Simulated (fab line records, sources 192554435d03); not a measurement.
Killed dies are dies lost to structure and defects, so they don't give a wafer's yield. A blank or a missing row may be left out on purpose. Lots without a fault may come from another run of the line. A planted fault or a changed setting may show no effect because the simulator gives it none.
A struck lot beside a sound one | flow n5_finfet | 35 steps out of a route of 1938
Sound: wafers L396.1, L396.4, L396.5. Struck: wafers L376.1, L376.3, L376.5. The cause comes at the end.
At each step with rows: each side's tool, then ch and its chambers, then its first start. Under that, the readings that differ: sound wafers | struck wafers | difference of the means | sigmas: that difference in standard deviations of wafers without a fault.
alike: readings whose means differ by less than 2 such deviations, and words and numbers that are the same on both sides. not compared: withheld readings, readings that some wafer has no value for, bounds like >300 that may hide the same value, and numbers for which the record gives no deviation and whose values overlap.
The two part at a step that has a row with sigmas, a row that says differs or no value, or rows on one side only. Numbers that don't overlap but have no deviation are shown without sigmas and don't part them. A reading that every wafer of one side lacks parts them only if that side has two wafers or more.

first, 8 steps without rows for these wafers: N5_BEOL_M9_SPUTTER_48 (material Cu, target thk 12 nm, time 2 s); N5_BEOL_M9_ECD_50 (material Cu, target thk 318 nm); N5_BEOL_M9_ANNEAL_51 (time 90 s); N5_BEOL_M9_CMP_52 (polishes, stops on SiCOH lowk, t overpolish 7 s, target thk 140 nm); N5_BEOL_M9_PRE_CLEAN_55 (time 15 s); N5_BEOL_M9_DEP_56 (deposits SiCN from 3MS/NH3, target thk 15 nm, time 26.5 s); N5_BEOL_M10_ILD_DEP_00 (deposits SiCOH lowk from DEMS/porogen, target thk 308.51 nm, time 58 s); N5_BEOL_M10_CURE_71 (cures SiCOH lowk, time 240 s).
N5_BEOL_M10_PECVD_70: deposits SiO2 from TEOS/O2, target thk 20 nm, time 22.7 s.
  sound on pecvd-01 ch 0,1,2, day 17 01:40; struck on pecvd-01 ch 0,1,2, day 12 06:48
  reading                                     | sound             | struck         | difference                    | sigmas
  rf_fwd_power_W (W)                          | 446.6 442.5 441.3 | - - -          | no value on the struck wafers |
  model.SiO2_of_BEOL_M10_PECVD_70.thk_nm (nm) | 19.4 19.6 20.2    | 18.6 18.8 18.8 | -1.0                          |
  alike: heater_power_outer_w, heater_power_w, showerhead_plenum_p_Torr, showerhead_vpp_V, throttle_valve_pct
then, 24 steps without rows for these wafers: N5_BEOL_M10_HM_DEP_02 (deposits TiN, target thk 20 nm); N5_BEOL_M10_COAT_59 (time 60 s, resist thk 100 nm); N5_BEOL_M10_COAT_60 (time 60 s, resist thk 30 nm); N5_BEOL_M10_COAT_05 (resist thk 90 nm); N5_BEOL_M10_EBR_07; N5_BEOL_M10_SOFTBAKE_06 (time 60 s); N5_BEOL_M10_EXPOSE_08 (exposes mask M10); N5_BEOL_M10_PEB_09 (peb time 60 s); N5_BEOL_M10_DEVELOP_10 (develop time 30 s); N5_BEOL_M10_DESCUM_16 (chemistry O2, time 7.9 s); N5_BEOL_M10_ETCH_61 (etches SiARC in CF4, target depth 39 nm, time 65 s); N5_BEOL_M10_ETCH_62 (etches SOC in N2/H2, target depth 110 nm, overetch 22 nm, time 165 s); N5_BEOL_M10_STRIP_68 (strips in N2/H2); N5_BEOL_M10_STRIP_67 (strips in CF4); N5_BEOL_M10_HM_OPEN_17 (chemistry Cl2/BCl3, target TiN, target depth 20 nm, overetch 6 nm); N5_BEOL_M10_STRIP_19 (strips in O2); N5_BEOL_M10_COAT_63 (time 60 s, resist thk 100 nm); N5_BEOL_M10_COAT_64 (time 60 s, resist thk 30 nm); N5_BEOL_M10_COAT_22 (resist thk 90 nm); N5_BEOL_M10_EBR_24; N5_BEOL_M10_SOFTBAKE_23 (time 60 s); N5_BEOL_M10_EXPOSE_25 (exposes mask V9); N5_BEOL_M10_PEB_26 (peb time 60 s); N5_BEOL_M10_DEVELOP_27 (develop time 30 s).
N5_BEOL_M10_HM_STRIP_39: strips TiN in peroxide tin strip, target depth 25 nm, time 158 s.
  sound on wet_bench-02 ch 1,3,6, day 17 06:10; struck on wet_bench-06 ch 0,6,7, day 12 09:44
  reading                                     | sound        | struck         | difference | sigmas
  model.SiO2_of_BEOL_M10_PECVD_70.thk_nm (nm) | 19.2 19.6 20 | 18.4 18.6 18.6 | -1.1       |
-- the record jumps here: 3 days lie between the struck wafers' starts before and after (it left off in module BEOL_M10 and takes up again in module PASSIVATION, whose first step shown is number 1936 of the route) --
N5_PASSIVATION_PROBE_49:
  sound on prober-01, day 19 14:09; struck on prober-01, day 15 11:37
  alike: defect_limited_yield, killed_at_M0_to_M3, killed_at_M4_up, killed_at_contacts, killed_at_front_end, killed_at_other, killed_dies, killed_open, killed_short, sort_bin_5_function, sort_bin_6_memory, sort_bin_8_speed, sort_n_pass, sort_yield_pct

WHERE THEY PART
Only at N5_BEOL_M10_PECVD_70, within this record. Later steps at which nothing parts them and some readings are alike: N5_PASSIVATION_PROBE_49.

WHY: what the simulator had put in
Process parameter drift: pecvd-01, from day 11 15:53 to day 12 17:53, at N5_BEOL_M10_PECVD_70. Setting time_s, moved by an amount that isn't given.
